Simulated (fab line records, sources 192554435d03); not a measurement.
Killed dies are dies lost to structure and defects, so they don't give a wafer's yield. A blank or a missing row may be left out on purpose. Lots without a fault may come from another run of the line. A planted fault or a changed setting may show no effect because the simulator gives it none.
Which tool did it? | flow n5_finfet | 13 lots, 39 wafers sampled, at 4 steps of a route of 1938

WHAT THE GAUGES READ, wafer by wafer
N5_BEOL_M5_OVL_MEAS_12.
lot  | measured     | on         | M5_OVL (nm)
L200 | day 8 05:34  | overlay-02 | -0.6 -0.8 -0.8
L203 | day 8 14:16  | overlay-02 | 0.0 0.4 0.0
L204 | day 9 02:40  | overlay-02 | 0.3 0.9 -0.4
L208 | day 10 06:20 | overlay-01 | 0.2 0.2 0.3
L210 | day 10 16:05 | overlay-02 | 0.7 -1.1 -0.9
L212 | day 11 00:42 | overlay-01 | 0.2 1.8 -0.6
L213 | day 11 07:05 | overlay-02 | -0.2 0.0 -0.4
L214 | day 11 09:27 | overlay-01 | 0.9 0.0 1.2
L217 | day 12 03:44 | overlay-02 | 0.0 -0.4 -0.5
L215 | day 12 07:26 | overlay-01 | -0.4 1.0 0.0
L216 | day 12 08:38 | overlay-01 | 1.2 -0.9 -0.5
L219 | day 12 09:32 | overlay-01 | -0.2 -0.1 0.3
L221 | day 13 11:41 | overlay-01 | 0.6 0.4 0.5

N5_BEOL_M5_OVL_MEAS_29.
lot  | measured     | on         | V4_OVL (nm)
L200 | day 8 06:32  | overlay-01 | 0.0 0.2 0.2
L203 | day 8 16:11  | overlay-01 | 0.1 -0.9 -0.6
L204 | day 9 03:42  | overlay-01 | -0.3 0.1 0.4
L208 | day 10 08:16 | overlay-01 | 0.3 0.4 0.1
L210 | day 10 17:17 | overlay-02 | 1.3 0.5 0.3
L212 | day 11 01:34 | overlay-02 | 0.0 -0.6 -0.6
L213 | day 11 08:50 | overlay-02 | -0.2 -1.0 -0.7
L214 | day 11 13:55 | overlay-01 | -0.6 0.8 1.5
L217 | day 12 05:37 | overlay-02 | -0.5 -1.0 0.1
L215 | day 12 08:26 | overlay-01 | 0.4 0.4 -0.1
L216 | day 12 12:01 | overlay-01 | -0.6 -0.5 -0.7
L219 | day 12 11:49 | overlay-01 | 1.0 0.8 -0.1
L221 | day 13 13:07 | overlay-01 | -0.1 0.9 0.5

N5_BEOL_M5_INSPECT_30: inspects for defects (brightfield).
lot  | measured     | on                | raw_defect_count
L200 | day 8 06:34  | defect_inspect-02 | 390 389 368
L203 | day 8 16:15  | defect_inspect-01 | 392 456 319
L204 | day 9 03:45  | defect_inspect-01 | 490 538 657
L208 | day 10 08:20 | defect_inspect-02 | 351 507 275
L210 | day 10 17:21 | defect_inspect-02 | 402 495 420
L212 | day 11 01:37 | defect_inspect-02 | 504 442 535
L213 | day 11 08:53 | defect_inspect-02 | 541 507 477
L214 | day 11 13:58 | defect_inspect-01 | 813 429 618
L217 | day 12 05:41 | defect_inspect-01 | 436 403 458
L215 | day 12 08:29 | defect_inspect-01 | 420 406 477
L216 | day 12 12:04 | defect_inspect-02 | 315 537 386
L219 | day 12 11:52 | defect_inspect-02 | 340 271 247
L221 | day 13 13:10 | defect_inspect-02 | 516 511 392

WHICH TOOL RAN EACH LOT (tool, then ch and the chambers of the sampled wafers, then the start)
lot  | N5_BEOL_M5_COAT_66
L200 | litho_track-02 ch 0, day 8 06:10
L203 | litho_track-03 ch 0, day 8 15:53
L204 | litho_track-03 ch 0, day 9 03:23
L208 | litho_track-03 ch 0, day 10 07:46
L210 | litho_track-03 ch 0, day 10 16:52
L212 | litho_track-01 ch 0, day 11 01:16
L213 | litho_track-01 ch 0, day 11 08:25
L214 | litho_track-02 ch 0, day 11 13:37
L217 | litho_track-02 ch 0, day 12 05:09
L215 | litho_track-02 ch 0, day 12 08:00
L216 | litho_track-02 ch 0, day 12 11:22
L219 | litho_track-01 ch 0, day 12 11:22
L221 | litho_track-01 ch 0, day 13 12:41
- N5_BEOL_M5_COAT_66: time 60 s, resist thk 12 nm.

WHAT THE TOOLS THEMSELVES READ (means of the sampled wafers that have a number; where no wafer has one, the mark that the record gives instead)
N5_BEOL_M5_COAT_66.
lot  | tool           | spin_speed_rpm (rpm)
L200 | litho_track-02 | 1500.2
L203 | litho_track-03 | 1499.9
L204 | litho_track-03 | 1500.1
L208 | litho_track-03 | 1425.4
L210 | litho_track-03 | 1425.3
L212 | litho_track-01 | 1499.9
L213 | litho_track-01 | 1499.4
L214 | litho_track-02 | 1498.6
L217 | litho_track-02 | 1501.2
L215 | litho_track-02 | 1499.4
L216 | litho_track-02 | 1499.1
L219 | litho_track-01 | 1499.5
L221 | litho_track-01 | 1499.9

THE ANSWER, worked out from the rows above alone
Rule: what is usual is taken from the lots themselves. Put in order of their means at a reading, lots are off if they are a third of the lots or fewer, leave a main group of 4 or more, and stand apart from it by a gap of 3 or more times the standard deviation of the main group's means; of several such gaps the widest counts. A main group whose means are all the same, to the digits that the tables above print for the reading, isn't used. A lot without any number at a reading at which 4 lots or more have one is off too. The other lots that the step has rows for count as sound. The gauges are gone through in route order, then the tools' own readings, and for those a lot's mean is taken as printed above. The first step at which some lot is off is used, and at that step the reading that is off furthest; a lot without a number counts as furthest.
Off: L208, L210, at N5_BEOL_M5_COAT_66 (spin_speed_rpm). The main group: mean 1499.7 rpm, standard deviation 0.64.
A tool fits if, at that step or a process step before it, it ran every lot that is off, and no sound lot after the first of them. One fits: litho_track-03 at N5_BEOL_M5_COAT_66. Its last sound lot is L204 (day 9 03:23), its first lot that is off L208 (day 10 07:46): a fault that began between those two fits.
The tool's own readings at N5_BEOL_M5_COAT_66 bear it out: on the lots that are off they differ by more than 5 times the standard deviation of the sound lots' means. spin_speed_rpm reads 1425.3 rpm there against 1499.7 rpm on the sound lots.

WHAT THE SIMULATOR HAD PUT IN
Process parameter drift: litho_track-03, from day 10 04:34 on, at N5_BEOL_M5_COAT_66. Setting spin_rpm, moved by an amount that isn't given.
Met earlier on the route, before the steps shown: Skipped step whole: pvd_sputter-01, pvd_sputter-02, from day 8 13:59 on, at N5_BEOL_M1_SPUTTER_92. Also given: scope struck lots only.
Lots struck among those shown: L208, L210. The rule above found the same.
